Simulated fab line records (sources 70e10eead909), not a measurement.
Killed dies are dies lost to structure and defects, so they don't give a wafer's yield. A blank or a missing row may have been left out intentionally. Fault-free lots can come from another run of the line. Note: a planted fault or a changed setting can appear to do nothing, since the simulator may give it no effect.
Chamber matching ; flow nandHarc ; NHARC_A_ZERO_WELL_ETCH_13 on rieSi-05 has 4 sister chambers
The step etches the open film in HBr/Cl2, target depth 120 nm, time 40.1 s. 4 wafers are shown with their chamber, then 8 later ones without.

== WAFERS, EACH WITH ITS CHAMBER ==
wafer;chamber;oesProductAu (a.u.)
L085.6;3;0.985
L087.3;2;1.009
L087.5;1;0.990
L090.2;0;1.007

== WAFERS WITH NO CHAMBER GIVEN ==
wafer;oesProductAu (a.u.)
L090.4;0.988
L090.6;0.980
L094.3;0.978
L094.4;0.995
L094.6;0.987
L097.1;0.977
L097.2;1.005
L097.6;1.006

== WHICH CHAMBER EACH ONE RAN IN ==
wafer;from the rows above;in truth
L090.4;can't be placed: 1 or 3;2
L090.6;can't be placed: 3 or 1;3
L094.3;can't be placed: 3 or 1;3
L094.4;can't be placed: 1 or 3 or 0 or 2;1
L094.6;can't be placed: 3 or 1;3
L097.1;can't be placed: 3 or 1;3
L097.2;can't be placed: 0 or 2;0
L097.6;can't be placed: 0 or 2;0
0 of 8 placed correctly. Unplaceable from these rows: 8, with the true chamber sitting among the candidates in 7. Placed wrongly: 0.
How it was worked out, from the rows above alone: a wafer's distance from a chamber is the root of the sum, over the readings, of the square of ((its reading less the chamber's mean) divided by the reading's scatter). The wafer belongs to the nearest chamber; if the next one is less than 2 further off, it can't be placed. A chamber's mean is the mean of its shown wafers. The scatter: root of mean squared gap, hidden wafer to nearest shown wafer, with one shown wafer a chamber.
